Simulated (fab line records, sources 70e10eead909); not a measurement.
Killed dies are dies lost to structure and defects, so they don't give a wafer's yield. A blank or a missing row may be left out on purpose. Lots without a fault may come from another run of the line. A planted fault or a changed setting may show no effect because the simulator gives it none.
Which tool did it? | flow nand_harc | 14 lots, 42 wafers sampled, at 4 steps of a route of 1302

WHAT THE GAUGES READ, wafer by wafer
The record holds no reading of a measuring or inspecting step that can be judged against a usual standard deviation.

WHICH TOOL RAN EACH LOT (tool, then ch and the chambers of the sampled wafers, then the start)
lot  | NHARC_A_STAIRCASE_CMP_450     | NHARC_A_SGD_CUT_ETCH_58            | NHARC_A_SGD_CUT_ETCH_59            | NHARC_A_SGD_CUT_CMP_21
L991 | cmp-01 ch 1,2, day 19 01:28   | rie_diel-13 ch 1,2,3, day 19 04:25 | rie_diel-13 ch 0,3, day 19 04:30   | cmp-04 ch 0,3, day 19 09:30
L990 | cmp-02 ch 2,3, day 19 17:19   | rie_diel-06 ch 0,1,3, day 19 20:28 | rie_diel-06 ch 1,3, day 19 20:35   | cmp-04 ch 0,1,3, day 20 02:28
L992 | cmp-04 ch 0,2,3, day 20 08:03 | rie_diel-06 ch 0,1, day 20 11:05   | rie_diel-06 ch 0,1, day 20 11:13   | cmp-02 ch 0,1,3, day 20 17:04
L995 | cmp-01 ch 1,2,3, day 20 08:22 | rie_diel-09 ch 0,1,2, day 20 11:13 | rie_diel-09 ch 0,1,3, day 20 11:22 | cmp-03 ch 0,1,2, day 20 17:04
L994 | cmp-01 ch 2,3, day 20 09:11   | rie_diel-13 ch 0,3, day 20 12:05   | rie_diel-13 ch 0,1,3, day 20 12:16 | cmp-04 ch 2,3, day 20 17:04
L998 | cmp-01 ch 0,2,3, day 22 10:54 | rie_diel-13 ch 1,2,3, day 22 13:44 | rie_diel-13 ch 0,2,3, day 22 13:50 | cmp-02 ch 0,1,3, day 22 19:48
L997 | cmp-04 ch 0,1, day 22 11:11   | rie_diel-09 ch 0,1,3, day 22 14:06 | rie_diel-09 ch 0,1,3, day 22 14:13 | cmp-03 ch 0,2,3, day 22 19:48
L100 | cmp-04 ch 1,2,3, day 23 17:05 | rie_diel-06 ch 0,2,3, day 23 19:49 | rie_diel-06 ch 0,1, day 23 19:55   | cmp-03 ch 2,3, day 24 02:23
L101 | cmp-04 ch 1,2,3, day 24 00:47 | rie_diel-13 ch 0,1,3, day 24 03:40 | rie_diel-13 ch 0,2, day 24 03:47   | cmp-03 ch 0,1,3, day 24 10:31
L102 | cmp-02 ch 1,2,3, day 24 04:20 | rie_diel-09 ch 2,3, day 24 07:13   | rie_diel-09 ch 1,2,3, day 24 07:23 | cmp-04 ch 1,2,3, day 24 10:32
L109 | cmp-04 ch 0,1,3, day 27 04:25 | rie_diel-06 ch 0,3, day 27 07:08   | rie_diel-06 ch 0,1,3, day 27 07:13 | cmp-03 ch 0,1,3, day 27 13:16
L110 | cmp-02 ch 0,1,2, day 27 16:10 | rie_diel-06 ch 0,1,3, day 27 19:37 | rie_diel-06 ch 0,2,3, day 27 19:46 | cmp-04 ch 0,1, day 28 02:45
L112 | cmp-01 ch 0,1,3, day 28 05:04 | rie_diel-09 ch 0,1,2, day 28 08:05 | rie_diel-09 ch 1,2,3, day 28 08:11 | cmp-03 ch 0,1,3, day 28 15:04
L113 | cmp-01 ch 0,1,2, day 28 18:16 | rie_diel-09 ch 2,3, day 28 21:08   | rie_diel-09 ch 0,1,3, day 28 21:19 | cmp-03 ch 1,2, day 29 06:27
- NHARC_A_STAIRCASE_CMP_450: polishes SiO2, target thk 200 nm.
- NHARC_A_SGD_CUT_ETCH_58: etches the open film in CF4, target depth 39 nm, time 65 s.
- NHARC_A_SGD_CUT_ETCH_59: etches the open film in N2/H2, target depth 260 nm, time 406.25 s.
- NHARC_A_SGD_CUT_CMP_21: polishes, target thk 148.19 nm.

WHAT THE TOOLS THEMSELVES READ (means of the sampled wafers that have a number; where no wafer has one, the mark that the record gives instead)
NHARC_A_STAIRCASE_CMP_450.
lot  | tool   | motor_current_A (A) | pad_life_wafers
L991 | cmp-01 | 14.1                | 204
L990 | cmp-02 | 12.5                | 60
L992 | cmp-04 | 11.6                | 235
L995 | cmp-01 | 13.5                | 344
L994 | cmp-01 | 13.5                | 355
L998 | cmp-01 | 13.0                | 110
L997 | cmp-04 | 10.8                | 32
L100 | cmp-04 | 10.1                | 165
L101 | cmp-04 | 10.1                | 194
L102 | cmp-02 | 12.2                | 111
L109 | cmp-04 | 11.4                | 86
L110 | cmp-02 | 11.6                | 32
L112 | cmp-01 | 12.6                | 278
L113 | cmp-01 | 12.6                | 333

NHARC_A_SGD_CUT_ETCH_58.
lot  | tool        | cf4_flow_sccm (sccm) | chamber_pressure_mTorr (mTorr) | drypump_motor_current_A (A) | oes_product_au (a.u.) | rf_vpp_V (V) | run_length_s (s) | showerhead_plenum_p_Torr (Torr) | throttle_valve_pct (%)
L991 | rie_diel-13 | 150.3                | 50.04                          | 5.4                         | 1.007                 | 150.8        | 86.3             | 1.75                            | 13.291
L990 | rie_diel-06 | 149.8                | 49.96                          | 5.5                         | 0.995                 | 150.1        | 85.7             | 1.73                            | 13.282
L992 | rie_diel-06 | 150.1                | 50.01                          | 5.1                         | 0.994                 | 151.3        | 85.9             | 1.74                            | 13.282
L995 | rie_diel-09 | 150.2                | 50.01                          | 5.8                         | 1.000                 | 151.2        | 86.0             | 1.78                            | 13.278
L994 | rie_diel-13 | 149.9                | 50.02                          | 5.9                         | 1.002                 | 151.2        | 86.3             | 1.73                            | 13.288
L998 | rie_diel-13 | 150.2                | 50.02                          | 5.4                         | 0.999                 | 150.8        | 86.3             | 1.75                            | 13.275
L997 | rie_diel-09 | 150.3                | 50.02                          | 5.7                         | 0.999                 | 151.0        | 86.0             | 1.75                            | 13.286
L100 | rie_diel-06 | 149.7                | 49.96                          | 5.5                         | 0.998                 | 150.5        | 85.9             | 1.74                            | 13.286
L101 | rie_diel-13 | 149.8                | 50.00                          | 5.7                         | 0.998                 | 150.2        | 86.3             | 1.72                            | 13.283
L102 | rie_diel-09 | 149.7                | 50.02                          | 5.7                         | 0.991                 | 151.3        | 86.2             | 1.80                            | 13.280
L109 | rie_diel-06 | 150.0                | 50.01                          | 5.2                         | 1.002                 | 151.9        | 85.5             | 1.74                            | 13.281
L110 | rie_diel-06 | 150.2                | 50.00                          | 5.5                         | 0.999                 | 151.0        | 85.5             | 1.73                            | 13.285
L112 | rie_diel-09 | 150.0                | 49.98                          | 5.7                         | 1.008                 | 151.1        | 86.1             | 1.78                            | 13.285
L113 | rie_diel-09 | 149.5                | 49.96                          | 5.7                         | 1.004                 | 151.2        | 86.2             | 1.77                            | 13.291

NHARC_A_SGD_CUT_ETCH_59.
lot  | tool        | chamber_pressure_mTorr (mTorr) | drypump_motor_current_A (A) | oes_product_au (a.u.) | rf_vpp_V (V) | run_length_s (s) | showerhead_plenum_p_Torr (Torr) | throttle_valve_pct (%)
L991 | rie_diel-13 | 29.981                         | 5.9                         | 1.009                 | 429.1        | 427.5            | 1.99                            | 14.176
L990 | rie_diel-06 | 30.004                         | 5.7                         | 1.004                 | 428.5        | 427.2            | 1.98                            | 14.169
L992 | rie_diel-06 | 30.008                         | 5.1                         | 1.002                 | 429.5        | 426.7            | 2.00                            | 14.173
L995 | rie_diel-09 | 29.996                         | 5.8                         | 1.004                 | 430.7        | 427.5            | 2.02                            | 14.186
L994 | rie_diel-13 | 29.995                         | 5.7                         | 1.000                 | 428.4        | 427.5            | 1.98                            | 14.171
L998 | rie_diel-13 | 29.994                         | 5.8                         | 1.005                 | 429.8        | 427.6            | 2.02                            | 14.171
L997 | rie_diel-09 | 30.013                         | 5.7                         | 1.001                 | 429.9        | 427.6            | 2.02                            | 14.172
L100 | rie_diel-06 | 29.975                         | 5.3                         | 1.004                 | 428.3        | 426.9            | 1.99                            | 14.170
L101 | rie_diel-13 | 30.008                         | 6.0                         | 0.997                 | 429.6        | 427.6            | 2.02                            | 14.178
L102 | rie_diel-09 | 30.020                         | 5.6                         | 0.995                 | 430.3        | 427.8            | 2.00                            | 14.174
L109 | rie_diel-06 | 29.985                         | 5.5                         | 1.001                 | 429.0        | 394.3            | 1.99                            | 14.176
L110 | rie_diel-06 | 30.010                         | 5.5                         | 0.995                 | 430.0        | 394.6            | 2.00                            | 14.163
L112 | rie_diel-09 | 29.985                         | 5.7                         | 1.007                 | 429.6        | 427.5            | 2.00                            | 14.169
L113 | rie_diel-09 | 30.008                         | 5.8                         | 1.008                 | 429.9        | 427.5            | 2.02                            | 14.164

NHARC_A_SGD_CUT_CMP_21.
lot  | tool   | motor_current_A (A) | pad_life_wafers | time_to_endpoint_s (s)
L991 | cmp-04 | 11.7                | 146             | 47.2
L990 | cmp-04 | 11.2                | 218             | 51.5
L992 | cmp-02 | 11.5                | 152             | 49.1
L995 | cmp-03 | 11.7                | 44              | 46.4
L994 | cmp-04 | 10.7                | 283             | 49.3
L998 | cmp-02 | 11.4                | 325             | 43.2
L997 | cmp-03 | 11.6                | 223             | 48.0
L100 | cmp-03 | 11.7                | 325             | 49.7
L101 | cmp-03 | 11.0                | 14              | 50.1
L102 | cmp-04 | 9.9                 | 249             | 50.5
L109 | cmp-03 | 11.0                | 248             | 48.9
L110 | cmp-04 | 10.6                | 170             | 48.5
L112 | cmp-03 | 11.2                | 25              | 52.1
L113 | cmp-03 | 10.8                | 78              | 48.8

THE ANSWER, worked out from the rows above alone
Rule: what is usual is taken from the lots themselves. Put in order of their means at a reading, lots are off if they are a third of the lots or fewer, leave a main group of 4 or more, and stand apart from it by a gap of 3 or more times the standard deviation of the main group's means; of several such gaps the widest counts. A main group whose means are all the same, to the digits that the tables above print for the reading, isn't used. A lot without any number at a reading at which 4 lots or more have one is off too. The other lots that the step has rows for count as sound. The gauges are gone through in route order, then the tools' own readings, and for those a lot's mean is taken as printed above. The first step at which some lot is off is used, and at that step the reading that is off furthest; a lot without a number counts as furthest.
Off: L109, L110, at NHARC_A_SGD_CUT_ETCH_59 (run_length_s). The main group: mean 427.4 s, standard deviation 0.3.
A tool fits if, at that step or a process step before it, it ran every lot that is off, and no sound lot after the first of them. One fits: rie_diel-06 at NHARC_A_SGD_CUT_ETCH_58 and NHARC_A_SGD_CUT_ETCH_59. At NHARC_A_SGD_CUT_ETCH_58 its last sound lot is L100 (day 23 19:49), its first lot that is off L109 (day 27 07:08): a fault that began between those two fits.

WHAT THE SIMULATOR HAD PUT IN
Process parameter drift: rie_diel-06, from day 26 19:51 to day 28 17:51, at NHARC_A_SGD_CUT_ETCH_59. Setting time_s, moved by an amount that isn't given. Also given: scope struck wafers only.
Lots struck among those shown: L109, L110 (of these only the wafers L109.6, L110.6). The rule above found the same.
